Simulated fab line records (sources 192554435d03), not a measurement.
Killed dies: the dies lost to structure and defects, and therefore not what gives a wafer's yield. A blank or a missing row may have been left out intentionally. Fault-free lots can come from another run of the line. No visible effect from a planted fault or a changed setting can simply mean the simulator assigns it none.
Which of the tools did it? :: flow n5_finfet :: Sampling: 9 lots, 27 wafers, 6 of 1938 route steps

## WHAT EACH GAUGE READ, for each wafer
N5_HKMG_FIN_CD_MEAS_49: target cd 202 nm.
lot: L605
measured: day 4 11:51
on: cd_sem-01
cd_nm (nm): 204.1 203.4 203.1

lot: L612
measured: day 6 11:37
on: cd_sem-02
cd_nm (nm): 201.7 202.8 202.2

lot: L614
measured: day 6 20:04
on: cd_sem-02
cd_nm (nm): 203.7 202.6 202.5

lot: L616
measured: day 7 04:56
on: cd_sem-01
cd_nm (nm): 200.8 200.9 201.3

lot: L617
measured: day 7 12:00
on: cd_sem-02
cd_nm (nm): 202.4 202.4 202.3

lot: L623
measured: day 9 00:56
on: cd_sem-01
cd_nm (nm): 202.4 204.3 203.0

lot: L624
measured: day 9 05:46
on: cd_sem-01
cd_nm (nm): 202.7 203.5 203.9

lot: L625
measured: day 9 15:28
on: cd_sem-02
cd_nm (nm): 201.6 201.2 203.1

lot: L626
measured: day 9 21:31
on: cd_sem-03
cd_nm (nm): 201.5 201.7 202.6

N5_HKMG_FIN_THK_MEAS_70: measures by xrf.
lot: L605
measured: day 4 14:44
on: film_metro-02
HK_THK (nm): 1.577 1.607 1.622

lot: L612
measured: day 6 14:10
on: film_metro-02
HK_THK (nm): 1.549 1.577 1.562

lot: L614
measured: day 6 22:40
on: film_metro-01
HK_THK (nm): 1.558 1.582 1.577

lot: L616
measured: day 7 07:25
on: film_metro-01
HK_THK (nm): 1.585 1.588 1.575

lot: L617
measured: day 7 14:37
on: film_metro-01
HK_THK (nm): 1.595 1.588 1.572

lot: L623
measured: day 9 03:28
on: film_metro-01
HK_THK (nm): 1.609 1.599 1.607

lot: L624
measured: day 9 08:18
on: film_metro-02
HK_THK (nm): 1.617 1.570 1.562

lot: L625
measured: day 9 17:57
on: film_metro-02
HK_THK (nm): 1.528 1.590 1.587

lot: L626
measured: day 10 00:01
on: film_metro-02
HK_THK (nm): 1.613 1.580 1.608

N5_HKMG_FIN_OVL_MEAS_13.
lot: L605
measured: day 4 15:38
on: overlay-02
NWFM_OVL (nm): -0.5 0.2 0.6

lot: L612
measured: day 6 15:04
on: overlay-01
NWFM_OVL (nm): -0.1 0.4 -0.8

lot: L614
measured: day 6 23:26
on: overlay-02
NWFM_OVL (nm): -1.2 0.0 0.0

lot: L616
measured: day 7 08:20
on: overlay-01
NWFM_OVL (nm): -0.5 -0.8 -1.5

lot: L617
measured: day 7 15:32
on: overlay-02
NWFM_OVL (nm): -0.3 -1.0 0.7

lot: L623
measured: day 9 04:16
on: overlay-02
NWFM_OVL (nm): 18.2 18.1 18.6

lot: L624
measured: day 9 09:13
on: overlay-01
NWFM_OVL (nm): 0.6 1.8 -0.4

lot: L625
measured: day 9 18:44
on: overlay-01
NWFM_OVL (nm): -0.1 0.2 0.6

lot: L626
measured: day 10 00:55
on: overlay-01
NWFM_OVL (nm): -0.7 -1.2 -0.2

N5_BEOL_M4_RC_MEAS_101.
lot: L605
measured: day 8 21:56
on: prober-02
DIBL_N (mV/V): 33.6 32.9 37.0
DIBL_P (mV/V): 32.9 33.4 36.0
IOFF_N (nA/um): 0.12 0.12 0.18
IOFF_P (nA/um): 0.20 0.20 0.24
ION_N (uA/um): 655 667 675
ION_P (uA/um): 456 469 464
SS_N (mV/dec): 71.0 70.7 71.3
SS_P (mV/dec): 73.3 72.9 73.5
VT_N (mV): 252 255 247
VT_P (mV): -247 -248 -249

lot: L612
measured: day 10 02:01
on: prober-02
DIBL_N (mV/V): 39.1 38.3 41.6
DIBL_P (mV/V): 39.9 37.7 44.0
IOFF_N (nA/um): 0.21 0.19 0.27
IOFF_P (nA/um): 0.28 0.24 0.34
ION_N (uA/um): 685 680 706
ION_P (uA/um): 467 461 480
SS_N (mV/dec): 71.8 71.5 73.0
SS_P (mV/dec): 74.1 72.9 75.6
VT_N (mV): 245 248 244
VT_P (mV): -247 -249 -245

lot: L614
measured: day 10 20:28
on: prober-02
DIBL_N (mV/V): 38.0 37.5 39.2
DIBL_P (mV/V): 39.3 38.2 40.2
IOFF_N (nA/um): 0.22 0.17 0.25
IOFF_P (nA/um): 0.24 0.21 0.26
ION_N (uA/um): 696 675 702
ION_P (uA/um): 471 455 467
SS_N (mV/dec): 71.9 72.6 71.9
SS_P (mV/dec): 73.7 73.8 73.8
VT_N (mV): 245 248 242
VT_P (mV): -251 -253 -247

lot: L616
measured: day 11 20:29
on: prober-02
DIBL_N (mV/V): 39.9 33.8 36.5
DIBL_P (mV/V): 41.6 33.4 36.2
IOFF_N (nA/um): 0.25 0.12 0.15
IOFF_P (nA/um): 0.33 0.18 0.22
ION_N (uA/um): 703 675 658
ION_P (uA/um): 481 470 465
SS_N (mV/dec): 71.6 71.2 71.5
SS_P (mV/dec): 73.8 72.9 73.8
VT_N (mV): 245 252 253
VT_P (mV): -243 -251 -247

lot: L617
measured: day 11 02:22
on: prober-01
DIBL_N (mV/V): 38.6 37.7 35.2
DIBL_P (mV/V): 39.5 38.2 35.6
IOFF_N (nA/um): 0.19 0.17 0.12
IOFF_P (nA/um): 0.26 0.25 0.21
ION_N (uA/um): 668 683 647
ION_P (uA/um): 457 469 448
SS_N (mV/dec): 72.1 72.4 72.0
SS_P (mV/dec): 74.2 73.5 74.0
VT_N (mV): 248 248 253
VT_P (mV): -251 -251 -252

lot: L623
measured: day 13 04:02
on: prober-01
DIBL_N (mV/V): 38.4 36.2 38.8
DIBL_P (mV/V): 38.8 35.8 39.9
IOFF_N (nA/um): 0.19 0.15 0.20
IOFF_P (nA/um): 0.27 0.22 0.29
ION_N (uA/um): 677 662 677
ION_P (uA/um): 475 462 469
SS_N (mV/dec): 71.7 71.6 72.2
SS_P (mV/dec): 73.7 72.5 73.6
VT_N (mV): 246 252 248
VT_P (mV): -244 -245 -245

lot: L624
measured: day 13 07:53
on: prober-02
DIBL_N (mV/V): 40.7 35.8 39.5
DIBL_P (mV/V): 41.8 35.6 41.2
IOFF_N (nA/um): 0.23 0.14 0.22
IOFF_P (nA/um): 0.30 0.20 0.28
ION_N (uA/um): 679 662 677
ION_P (uA/um): 467 462 464
SS_N (mV/dec): 72.8 71.7 73.2
SS_P (mV/dec): 73.9 73.1 74.6
VT_N (mV): 244 252 246
VT_P (mV): -248 -252 -249

lot: L625
measured: day 13 12:40
on: prober-01
DIBL_N (mV/V): 38.2 38.9 34.8
DIBL_P (mV/V): 37.6 41.0 34.9
IOFF_N (nA/um): 0.17 0.22 0.12
IOFF_P (nA/um): 0.22 0.31 0.19
ION_N (uA/um): 663 688 654
ION_P (uA/um): 455 470 460
SS_N (mV/dec): 72.4 72.6 71.5
SS_P (mV/dec): 73.6 74.6 73.9
VT_N (mV): 254 244 257
VT_P (mV): -252 -246 -251

lot: L626
measured: day 13 13:46
on: prober-02
DIBL_N (mV/V): 38.2 37.2 34.7
DIBL_P (mV/V): 36.8 36.0 33.0
IOFF_N (nA/um): 0.19 0.18 0.13
IOFF_P (nA/um): 0.30 0.26 0.21
ION_N (uA/um): 680 681 675
ION_P (uA/um): 476 468 472
SS_N (mV/dec): 71.5 71.3 71.0
SS_P (mV/dec): 73.7 73.0 72.6
VT_N (mV): 246 246 251
VT_P (mV): -242 -246 -248

## WHICH TOOL RAN EACH LOT (tool, then ch and the chambers of the sampled wafers, then the start)
lot: L605
N5_HKMG_FIN_EXPOSE_09: arfi_scanner-03 ch 0, day 4 15:29
N5_HKMG_FIN_STRIP_19: plasma_asher-01 ch 0,1, day 4 16:29

lot: L612
N5_HKMG_FIN_EXPOSE_09: arfi_scanner-02 ch 0, day 6 14:55
N5_HKMG_FIN_STRIP_19: plasma_asher-01 ch 0,1, day 6 15:43

lot: L614
N5_HKMG_FIN_EXPOSE_09: arfi_scanner-02 ch 0, day 6 23:17
N5_HKMG_FIN_STRIP_19: plasma_asher-02 ch 0,1, day 7 00:12

lot: L616
N5_HKMG_FIN_EXPOSE_09: arfi_scanner-02 ch 0, day 7 08:10
N5_HKMG_FIN_STRIP_19: plasma_asher-01 ch 0,1, day 7 09:38

lot: L617
N5_HKMG_FIN_EXPOSE_09: arfi_scanner-03 ch 0, day 7 15:23
N5_HKMG_FIN_STRIP_19: plasma_asher-01 ch 0,1, day 7 16:18

lot: L623
N5_HKMG_FIN_EXPOSE_09: arfi_scanner-02 ch 0, day 9 04:07
N5_HKMG_FIN_STRIP_19: plasma_asher-02 ch 0,1, day 9 05:09

lot: L624
N5_HKMG_FIN_EXPOSE_09: arfi_scanner-03 ch 0, day 9 09:04
N5_HKMG_FIN_STRIP_19: plasma_asher-02 ch 0,1, day 9 09:52

lot: L625
N5_HKMG_FIN_EXPOSE_09: arfi_scanner-03 ch 0, day 9 18:35
N5_HKMG_FIN_STRIP_19: plasma_asher-01 ch 0,1, day 9 19:23

lot: L626
N5_HKMG_FIN_EXPOSE_09: arfi_scanner-01 ch 0, day 10 00:47
N5_HKMG_FIN_STRIP_19: plasma_asher-02 ch 0,1, day 10 02:17
- N5_HKMG_FIN_EXPOSE_09: exposes mask NWFM.
- N5_HKMG_FIN_STRIP_19: strips in N2/H2, time 360 s.

## WHAT THE TOOLS THEMSELVES READ (means of the sampled wafers that have a number; where no wafer has one, the mark that the record gives instead)
N5_HKMG_FIN_EXPOSE_09.
lot: L605
tool: arfi_scanner-03
exposure_dose_mJ_cm2: 39.19
focus_offset_nm (nm): -0.2
stage_vel_mm_s (mm/s): 500.17

lot: L612
tool: arfi_scanner-02
exposure_dose_mJ_cm2: 39.26
focus_offset_nm (nm): 0.4
stage_vel_mm_s (mm/s): 500.51

lot: L614
tool: arfi_scanner-02
exposure_dose_mJ_cm2: 39.21
focus_offset_nm (nm): -0.4
stage_vel_mm_s (mm/s): 500.43

lot: L616
tool: arfi_scanner-02
exposure_dose_mJ_cm2: 39.20
focus_offset_nm (nm): -0.4
stage_vel_mm_s (mm/s): 500.11

lot: L617
tool: arfi_scanner-03
exposure_dose_mJ_cm2: 39.26
focus_offset_nm (nm): 0.3
stage_vel_mm_s (mm/s): 500.22

lot: L623
tool: arfi_scanner-02
exposure_dose_mJ_cm2: 39.20
focus_offset_nm (nm): -0.6
stage_vel_mm_s (mm/s): 499.79

lot: L624
tool: arfi_scanner-03
exposure_dose_mJ_cm2: 39.21
focus_offset_nm (nm): 0.1
stage_vel_mm_s (mm/s): 499.67

lot: L625
tool: arfi_scanner-03
exposure_dose_mJ_cm2: 39.25
focus_offset_nm (nm): -0.5
stage_vel_mm_s (mm/s): 500.26

lot: L626
tool: arfi_scanner-01
exposure_dose_mJ_cm2: 39.23
focus_offset_nm (nm): -0.0
stage_vel_mm_s (mm/s): 499.76

N5_HKMG_FIN_STRIP_19.
lot: L605
tool: plasma_asher-01
drypump_motor_current_A (A): 5.3
heater_power_w (W): 481

lot: L612
tool: plasma_asher-01
drypump_motor_current_A (A): 5.3
heater_power_w (W): 466

lot: L614
tool: plasma_asher-02
drypump_motor_current_A (A): 5.9
heater_power_w (W): 461

lot: L616
tool: plasma_asher-01
drypump_motor_current_A (A): 5.3
heater_power_w (W): 471

lot: L617
tool: plasma_asher-01
drypump_motor_current_A (A): 5.3
heater_power_w (W): 469

lot: L623
tool: plasma_asher-02
drypump_motor_current_A (A): 6.2
heater_power_w (W): 461

lot: L624
tool: plasma_asher-02
drypump_motor_current_A (A): 6.0
heater_power_w (W): 460

lot: L625
tool: plasma_asher-01
drypump_motor_current_A (A): 5.4
heater_power_w (W): 461

lot: L626
tool: plasma_asher-02
drypump_motor_current_A (A): 5.9
heater_power_w (W): 464

## THE ANSWER, worked out from the rows above alone
Rule: the lots themselves supply what counts as usual. The widest of any qualifying gaps counts: lots, ordered by their means at a reading, are off when they make up no more than a third of the lots, leave a main group of 4 or more, and stand apart from it by 3 or more times the standard deviation of that group's means. Not used: any main group whose means are identical at the precision the tables above print for the reading. A lot without any number at a reading at which 4 lots or more have one is off too. All remaining lots with rows at the step are treated as sound. Order of review: gauges by route order, followed by the tools' own readings, for which a lot's mean as printed above is used. The first step at which some lot is off is used, and at that step the reading that is off furthest; a lot without a number counts as furthest.
Off: L623, at N5_HKMG_FIN_OVL_MEAS_13 (NWFM_OVL). For the main group the mean is -0.2 nm and the standard deviation 0.48.
A tool fits if, at a process step before that reading, it ran every lot that is off, and no sound lot after the first of them. Those tools and the gauges at N5_HKMG_FIN_OVL_MEAS_13 are tried in the same way. Undecided on this evidence; 2 tools fit (arfi_scanner-02 at N5_HKMG_FIN_EXPOSE_09, overlay-02 at N5_HKMG_FIN_OVL_MEAS_13).

## WHAT THE SIMULATOR PUT IN
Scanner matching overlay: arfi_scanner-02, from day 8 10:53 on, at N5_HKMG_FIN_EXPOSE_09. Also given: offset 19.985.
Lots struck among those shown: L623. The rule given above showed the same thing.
